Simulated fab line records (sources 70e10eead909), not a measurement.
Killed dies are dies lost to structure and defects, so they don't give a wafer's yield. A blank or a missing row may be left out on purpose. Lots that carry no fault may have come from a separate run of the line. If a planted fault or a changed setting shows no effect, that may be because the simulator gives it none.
fab line records | flow nand-harc
[record] lots = 6 | wafers = 18 | last-day = 33
route steps=1302 shown A_CHANNEL_FILL_D2@625 END@1302
lots that met no fault: taken from a fault-free run of the same line
start-h: hours from the record's first day to the start of the lot's first wafer shown | wait-h: how many hours have passed since the lot's step before this one | " same as the row above | L1.1+2: a row that stands for several wafers | - no value, or no start was given | * or withheld: withheld | < > ~ a bound
route shown NAME@n: NAME is a module with steps in the file, n the number in the route of the first one | usual: mean/standard deviation taken from wafers without a fault | same: alike in all rows | chamber/n: place in a boat | sites: each site's reading | _std_site: how widely they spread, as a standard deviation | _edge_site: the outer-site mean with the inner-site mean subtracted | radius-mm: how far each site lies from the wafer's centre | mask NAME#n: copy n | behind: the last tool/chamber to shape the wafer | hold: reason for holding the lot/hours on hold/outcome of the hold | device: the transistor (n, p or np) that didn't switch | end of line: tests run on the same wafers once the route is complete | a step with no rows: only its recipe | killed: count of dies lost to structure and defects at first sort (not the wafer's yield) | map: the dies of a wafer, with x for killed, . for not killed, _ for no die there
set.NAME: setting as actually run; set.NAME@STEP: the setting as run at that earlier step | model.NAME: the simulator's own value behind a step, which no gauge read
lots seen at some steps along the route; tables by step, rows by wafer
services: when a tool's chamber went out of use (start-h, in hours from the record's first day, below 0 if earlier), for how many hours, and the reason
[[steps]]
[step NHARC_A_CHANNEL_FILL_D2_ANNEAL_22]
[recipe] temp-c = 620 | time-s = 7200
[step NHARC_A_CHANNEL_FILL_D2_THK_MEAS_06]
[recipe] thk-meas-gauge = ellipsometry
[usual] thk-nm = 5.0/0.9
lot.wafer | tool          | chamber | start-h | wait-h | thk-nm
L403.2    | film-metro-01 | -       | 341.87  | 0.4    | 4.3
L403.3    | "             | -       | "       | "      | 4.8
L403.4    | "             | -       | "       | "      | 5.8
L404.2    | film-metro-02 | -       | 353.51  | 0.4    | 4.6
L404.4    | "             | -       | "       | "      | 5.7
L404.5    | "             | -       | "       | "      | 4.7
L412.1    | film-metro-02 | -       | 436.44  | 0.4    | 3.8
L412.4    | "             | -       | "       | "      | 5.3
L412.5    | "             | -       | "       | "      | 5.5
L417.4    | film-metro-02 | -       | 480.02  | 0.4    | 3.3
L417.5    | "             | -       | "       | "      | 5.5
L417.6    | "             | -       | "       | "      | 5.2
L421.2    | film-metro-01 | -       | 523.21  | 0.4    | 4.8
L421.4    | "             | -       | "       | "      | 6.0
L421.6    | "             | -       | "       | "      | 3.7
L425.1    | film-metro-01 | -       | 561.49  | 0.4    | 4.4
L425.2    | "             | -       | "       | "      | 4.0
L425.3    | "             | -       | "       | "      | 5.0
[step NHARC_A_CHANNEL_FILL_D2_ALD_25]
[recipe] target-thk-a = 600 | pulse-time-s = 10 | ald-cycles = 600 | temp-c = 300 | material = SiOx
[usual] heater-power-w = 470/33 | precursor-pulse-height-rel = 1.000/0.019 | susceptor-temp-C = 299.99/0.19
lot.wafer | tool      | chamber | start-h | wait-h | heater-power-w | precursor-pulse-height-rel | susceptor-temp-C
L403.3    | ald-hk-04 | 0       | 342.54  | 0.7    | 455            | 1.004                      | 299.99
L403.2    | "         | 1       | "       | "      | 537            | 0.979                      | 300.08
L403.4    | "         | 2       | "       | "      | 467            | 0.984                      | 300.24
L404.2    | ald-hk-03 | 3       | 353.56  | 0.1    | 513            | 0.998                      | 299.78
L404.4    | "         | 2       | 355.42  | 1.9    | 416            | 1.000                      | 299.96
L404.5    | "         | 0       | 356.66  | 3.2    | 487            | 0.987                      | 300.29
L412.4    | ald-hk-03 | 1       | 437.11  | 0.7    | 480            | 1.004                      | 300.17
L412.1    | "         | 2       | "       | "      | 420            | 1.015                      | 300.09
L412.5    | "         | 0       | 438.96  | 2.5    | 490            | 1.002                      | 300.20
L417.4    | ald-hk-03 | 2       | 480.69  | 0.7    | 426            | 1.018                      | 299.88
L417.5    | "         | 1       | 482.56  | 2.5    | 481            | 0.977                      | 299.82
L417.6    | "         | 2       | "       | "      | 421            | 1.004                      | 299.84
L421.2    | ald-hk-01 | 3       | 523.88  | 0.7    | 433            | 0.994                      | 300.20
L421.4    | "         | 0       | "       | "      | 481            | 1.017                      | 300.04
L421.6    | "         | 3       | 526.35  | 3.1    | 428            | 0.970                      | 300.24
L425.2    | ald-hk-01 | 0       | 561.55  | 0.1    | 500            | 0.985                      | 299.85
L425.1    | "         | 2       | 562.79  | 1.3    | 471            | 0.980                      | 299.87
L425.3    | "         | 3       | "       | "      | 432            | 1.021                      | 299.87
[step NHARC_A_CHANNEL_FILL_D2_ETCHBACK_08]
[recipe] target-depth-a = 2200 | time-s = 110 | c4f8-flow-sccm = 20 | ar-flow-sccm = withheld | rf-w = 600 | bias-w = 300 | chemistry = C4F8
[usual] oes-product-au = 0.97/0.037 | rf-vpp-V = 439.4/2.2
lot.wafer | tool        | chamber | start-h | wait-h | oes-product-au | rf-hours-counter-h | rf-vpp-V
L403.4    | rie-diel-02 | 2       | -       | -      | 0.99           | 4                  | 440.6
L403.2    | "           | 3       | "       | "      | 1.01           | 3                  | 435.6
L403.3    | "           | 0       | "       | "      | 0.97           | 3                  | 439.5
L404.4    | rie-diel-06 | 0       | -       | -      | 0.98           | 1                  | 438.4
L404.2    | "           | 2       | "       | "      | 0.97           | 1                  | 441.6
L404.5    | "           | 3       | "       | "      | 0.98           | -                  | 437.7
L412.4    | rie-diel-08 | 3       | -       | -      | 0.99           | 12                 | 437.0
L412.1    | "           | 0       | "       | "      | 1.00           | 8                  | 440.3
L412.5    | "           | 0       | "       | "      | 0.97           | -                  | 441.7
L417.4    | rie-diel-02 | 2       | -       | -      | 1.01           | 3                  | 439.4
L417.5    | "           | 0       | "       | "      | 1.00           | -                  | 437.3
L417.6    | "           | 1       | "       | "      | 0.99           | -                  | 442.6
L421.4    | rie-diel-08 | 0       | -       | -      | 0.99           | 24                 | 441.1
L421.2    | "           | 1       | "       | "      | 1.02           | 27                 | 441.2
L421.6    | "           | 1       | "       | "      | 1.02           | -                  | 440.2
L425.3    | rie-diel-08 | 3       | -       | -      | 1.00           | 1                  | 436.5
L425.2    | "           | 0       | "       | "      | 1.00           | 1                  | 441.4
L425.1    | "           | 2       | "       | "      | 1.00           | 2                  | 442.4
[step NHARC_A_CHANNEL_FILL_D2_STRIP_29]
[recipe] time-s = 20 | o2-flow-sccm = 500 | ar-flow-sccm = 0 | bias-w = 0 | chemistry = O2
[usual] drypump-motor-current-A = 5.8/0.55 | oes-product-au = 0.994/0.012 | rf-vpp-V = 57.6/0.94 | showerhead-plenum-p-Torr = 3.45/0.12 | throttle-valve-pct = 17.035/0.0084
lot.wafer | tool        | chamber | start-h | wait-h | drypump-motor-current-A | oes-product-au | rf-hours-counter-h | rf-vpp-V | showerhead-plenum-p-Torr | throttle-valve-pct
L403.4    | rie-diel-02 | 3       | -       | -      | 6.3                     | 1.013          | 3                  | 56.5     | 3.30                     | 17.044
L403.2    | "           | 0       | "       | "      | 5.2                     | 0.985          | 3                  | 54.8     | 3.37                     | 17.047
L403.3    | "           | 2       | "       | "      | 4.9                     | 1.005          | 4                  | 58.7     | 3.46                     | 17.043
L404.2    | rie-diel-06 | 3       | -       | -      | 5.4                     | 1.002          | 1                  | 56.2     | 3.36                     | 17.042
L404.4    | "           | 2       | "       | "      | 5.4                     | 0.977          | 1                  | 58.4     | 3.59                     | 17.034
L404.5    | "           | 3       | "       | "      | 5.4                     | 1.000          | -                  | 56.1     | 3.36                     | 17.026
L412.1    | rie-diel-08 | 2       | -       | -      | 6.4                     | 0.993          | 13                 | 56.9     | 3.60                     | 17.035
L412.4    | "           | 0       | "       | "      | 6.1                     | 0.979          | 8                  | 58.4     | 3.56                     | 17.033
L412.5    | "           | 2       | "       | "      | 6.4                     | 1.004          | -                  | 58.0     | 3.60                     | 17.031
L417.4    | rie-diel-02 | 2       | -       | -      | 4.9                     | 1.006          | 3                  | 57.8     | 3.46                     | 17.037
L417.5    | "           | 1       | "       | "      | 6.7                     | 0.985          | -                  | 59.3     | 3.62                     | 17.019
L417.6    | "           | 2       | "       | "      | 5.0                     | 1.011          | -                  | 58.1     | 3.46                     | 17.018
L421.2    | rie-diel-08 | 1       | -       | -      | 6.1                     | 1.011          | 27                 | 58.8     | 3.53                     | 17.032
L421.4    | "           | 2       | "       | "      | 6.3                     | 0.999          | 29                 | 58.1     | 3.59                     | 17.028
L421.6    | "           | 2       | "       | "      | 6.4                     | 1.007          | -                  | 56.8     | 3.59                     | 17.037
L425.2    | rie-diel-08 | 3       | -       | -      | 5.6                     | 0.999          | 2                  | 56.8     | 3.31                     | 17.044
L425.1    | "           | 0       | "       | "      | 6.1                     | 0.997          | 1                  | 57.0     | 3.55                     | 17.036
L425.3    | "           | 2       | "       | "      | 6.3                     | 0.991          | 2                  | 57.7     | 3.58                     | 17.027
[step NHARC_A_CHANNEL_FILL_D2_PRECLEAN_30]
[recipe] time-s = 30 | chemistry = dHF
[step NHARC_A_CHANNEL_FILL_D2_SRD_31]
[step NHARC_A_CHANNEL_FILL_D2_CVD_09]
[recipe] target-thk-a = 1500 | temp-c = 620 | pressure-mtorr = 200 | time-s = 3000 | material = poly-Si
[step NHARC_A_CHANNEL_FILL_D2_CMP_10]
[recipe] target-thk-nm = 150
[usual] motor-current-A = 12.5/1.4 | time-to-endpoint-s = 16/3
lot.wafer | tool   | chamber | start-h | wait-h | motor-current-A | time-to-endpoint-s
L403.3    | cmp-03 | 0       | 353.16  | 0.4    | 13.6            | 17
L403.4    | "      | 2       | "       | "      | 10.4            | 20
L403.2    | "      | 3       | "       | "      | 11.4            | 16
L404.4    | cmp-03 | 0       | 364.87  | 0.4    | 13.4            | 16
L404.2    | "      | 3       | "       | "      | 9.9             | 12
L404.5    | "      | 1       | "       | "      | 13.4            | 16
L412.4    | cmp-01 | 2       | 447.84  | 0.4    | 13.3            | 16
L412.1    | "      | 3       | "       | "      | 10.8            | 19
L412.5    | "      | 2       | "       | "      | 13.6            | 17
L417.4    | cmp-01 | 1       | 491.49  | 0.4    | 14.1            | 17
L417.6    | "      | 1       | "       | "      | 14.8            | 16
L417.5    | "      | 2       | "       | "      | 13.8            | 17
L421.4    | cmp-01 | 1       | 534.69  | 0.4    | 13.8            | 13
L421.2    | "      | 0       | "       | "      | 11.0            | 12
L421.6    | "      | 2       | "       | "      | 13.2            | 12
L425.3    | cmp-04 | 0       | 572.99  | 0.4    | 13.2            | 17
L425.2    | "      | 1       | "       | "      | 12.4            | 11
L425.1    | "      | 2       | "       | "      | 12.8            | 16
[step NHARC_A_CHANNEL_FILL_D2_SRD_12]
[step NHARC_A_CHANNEL_FILL_D2_RTA_24]
[recipe] temp-c = 1000 | time-s = 5
[usual] lamp-power-pct = 31/3.2 | lamp_zone_4_pct = 31/3.2 | wafer_temp_C_max = 1003.9/1.1
lot.wafer | tool          | chamber | start-h | wait-h | lamp-power-pct | lamp_zone_4_pct | wafer_temp_C_max
L403.2    | rtp-anneal-01 | 0       | 353.61  | 0.1    | 28             | 28              | 1003.6
L403.3    | "             | 0       | "       | "      | 28             | 28              | 1003.5
L403.4    | "             | 0       | "       | "      | 28             | 28              | 1003.7
L404.2    | rtp-anneal-02 | 0       | 365.31  | 0.1    | 34             | 34              | 1004.5
L404.4    | "             | 0       | "       | "      | 34             | 34              | 1003.7
L404.5    | "             | 0       | "       | "      | 34             | 35              | 1002.9
L412.1    | rtp-anneal-02 | 0       | 448.23  | 0.0    | 34             | 34              | 1004.0
L412.4    | "             | 0       | "       | "      | 34             | 34              | 1002.9
L412.5    | "             | 0       | "       | "      | 34             | 34              | 1001.9
L412.1    | rtp-anneal-02 | 0       | 448.60  | 0.3    | 34             | 34              | 1003.6
L412.4    | "             | 0       | "       | "      | 34             | 34              | 1003.0
L412.5    | "             | 0       | "       | "      | 34             | 34              | 1003.7
L417.4    | rtp-anneal-02 | 0       | 491.99  | 0.1    | 34             | 34              | 1002.8
L417.5    | "             | 0       | "       | "      | 34             | 34              | 1003.4
L417.6    | "             | 0       | "       | "      | 34             | 34              | 1004.2
L417.4    | rtp-anneal-02 | 0       | 492.64  | 0.6    | 34             | 35              | 1003.8
L417.5    | "             | 0       | "       | "      | 34             | 34              | 1003.9
L417.6    | "             | 0       | "       | "      | 34             | 34              | 1003.6
L421.2    | rtp-anneal-01 | 0       | 535.13  | 0.1    | 28             | 28              | 1004.2
L421.4    | "             | 0       | "       | "      | 28             | 28              | 1003.9
L421.6    | "             | 0       | "       | "      | 28             | 28              | 1003.9
L425.1    | rtp-anneal-01 | 0       | 573.40  | 0.0    | 28             | 28              | 1004.6
L425.2    | "             | 0       | "       | "      | 28             | 28              | 1003.7
L425.3    | "             | 0       | "       | "      | 28             | 28              | 1005.4
[step NHARC_A_CHANNEL_FILL_D2_INSPECT_13]
[usual] raw-defect-count = 347/96
lot.wafer | tool              | chamber | start-h | wait-h | raw-defect-count
L403.2    | defect-inspect-01 | -       | 353.78  | 0.1    | 332
L403.3    | "                 | -       | "       | "      | 354
L403.4    | "                 | -       | "       | "      | 474
L404.2    | defect-inspect-02 | -       | 365.48  | 0.1    | 308
L404.4    | "                 | -       | "       | "      | 283
L404.5    | "                 | -       | "       | "      | 290
L412.1    | defect-inspect-02 | -       | 448.79  | 0.2    | 268
L412.4    | "                 | -       | "       | "      | 370
L412.5    | "                 | -       | "       | "      | 380
L417.4    | defect-inspect-02 | -       | 492.75  | 0.1    | 340
L417.5    | "                 | -       | "       | "      | 359
L417.6    | "                 | -       | "       | "      | 488
L421.2    | defect-inspect-02 | -       | 535.30  | 0.1    | 576
L421.4    | "                 | -       | "       | "      | 493
L421.6    | "                 | -       | "       | "      | 335
L425.1    | defect-inspect-02 | -       | 573.60  | 0.2    | 295
L425.2    | "                 | -       | "       | "      | 295
L425.3    | "                 | -       | "       | "      | 294
[step NHARC_END_SORT_01]
[recipe] temp-c = 25
[usual] killed-at-array = 52/19 | killed-at-other = 1.0/1.2 | killed-at-periphery = 4.1/2.8 | killed-dies = 57/19 | killed-open = 3.1/1.7 | killed-short = 2.5/1.5
[same] gross-dies = 677
lot.wafer | tool      | chamber | start-h | wait-h | killed-at-array | killed-at-other | killed-at-periphery | killed-dies | killed-open | killed-short
L403.2    | prober-01 | 0       | 562.83  | 2.8    | 44              | 0               | 2                   | 46          | 1           | 3
L403.3    | prober-01 | 0       | 563.65  | 3.1    | 67              | 0               | 4                   | 71          | 4           | 2
L403.4    | prober-01 | 0       | 564.46  | 3.4    | 44              | 0               | 5                   | 49          | 6           | 3
L417.6    | prober-02 | 0       | 697.67  | 4.0    | 67              | 1               | 1                   | 69          | 5           | 3
// killed by level:class
L403.2 A_CHANNEL_HOLE_D1:chamber-film-flake=17 A_CHANNEL_HOLE_D2:chamber-film-flake=15 A_STAIRCASE:chamber-film-flake=4 A_CHANNEL_FILL_D1:chamber-film-flake=3 P_CONTACT:geometric-particle:short=2 A_CONTACT:chamber-film-flake=2 A_ONON_D1:geometric-particle:open=1 A_ONON_D2:geometric-particle:short=1
L403.3 A_CHANNEL_HOLE_D1:chamber-film-flake=28 A_CHANNEL_HOLE_D2:chamber-film-flake=25 A_ZERO_WELL:chamber-film-flake=4 A_CHANNEL_FILL_D2:chamber-film-flake=2 A_CONTACT:chamber-film-flake=2 P_GATE:geometric-particle:open=1 A_ONON_D1:geometric-particle:open=1 A_CHANNEL_FILL_D1:geometric-particle:open=1
L403.4 A_CHANNEL_HOLE_D1:chamber-film-flake=14 A_CHANNEL_HOLE_D2:chamber-film-flake=14 A_ZERO_WELL:chamber-film-flake=3 A_STAIRCASE:chamber-film-flake=3 P_ZERO_WELL:chamber-film-flake=2 A_CONTACT:chamber-film-flake=2 P_GATE:geometric-particle:open=1 P_CONTACT:geometric-particle:open=1
L417.6 A_SLIT:chamber-film-flake=33 A_CHANNEL_HOLE_D2:chamber-film-flake=12 A_CHANNEL_HOLE_D1:chamber-film-flake=5 A_CONTACT:chamber-film-flake=4 A_CHANNEL_FILL_D1:geometric-particle:short=2 A_CHANNEL_FILL_D2:geometric-particle:open=2 A_CHANNEL_FILL_D1:chamber-film-flake=2 A_DECK1_JOINT:chamber-film-flake=2
[[services]]
tool          | chamber | start-h | hours | kind
cmp-03        | -       | 358.13  | 4.0   | pm
rie-diel-06   | 2       | 366.41  | 7.5   | repair
rie-diel-08   | -       | 367.86  | 9.0   | pm
rtp-anneal-01 | -       | 372.00  | 12.0  | pm
cmp-03        | -       | 374.46  | 12.2  | repair
rie-diel-02   | 2       | 374.56  | 2.3   | repair
rie-diel-02   | 3       | 379.34  | 8.6   | repair
cmp-01        | -       | 383.01  | 4.0   | pm
ald-hk-03     | -       | 390.00  | 10.0  | pm
rie-diel-02   | -       | 393.70  | 9.0   | pm
rie-diel-08   | -       | 397.62  | 1.0   | repair
rie-diel-02   | 1       | 406.78  | 1.4   | repair
rie-diel-02   | -       | 409.59  | 0.2   | repair
rie-diel-08   | 0       | 413.32  | 2.4   | repair
rie-diel-06   | 3       | 426.80  | 3.0   | repair
rie-diel-08   | -       | 441.14  | 0.4   | repair
rie-diel-02   | 0       | 446.74  | 13.2  | repair
cmp-03        | -       | 447.63  | 0.6   | repair
cmp-01        | -       | 481.01  | 4.0   | pm
rie-diel-08   | 2       | 487.02  | 3.5   | repair
rie-diel-02   | 1       | 544.54  | 2.0   | repair
rie-diel-08   | -       | 544.86  | 9.0   | pm
ald-hk-03     | -       | 568.00  | 10.0  | pm
rie-diel-02   | -       | 570.70  | 9.0   | pm
[[key]]
[first-sign] step = NHARC_A_CHANNEL_FILL_D2_RTA_24 | reading = visit | direction = added
effect none on later readings
met-at NHARC_A_CHANNEL_FILL_D2_RTA_24
struck-wafers L412.1,L412.4,L412.5,L417.4,L417.5,L417.6
tester-left-out L412,L417
[fault] kind = repeated-step-whole | tool = rtp-anneal-01,rtp-anneal-02 | chamber = - | onset-h = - | steps = NHARC_A_CHANNEL_FILL_D2_RTA_24 | times = 1 | scope = struck-lots-only
// tester-left-out: of these lots the tester's yield and bins aren't shown, on N5 and GAA mostly nor the transistor test; their killed dies are dies lost to structure and defects alone, not to doping, threshold or leakage, so they don't give the yield
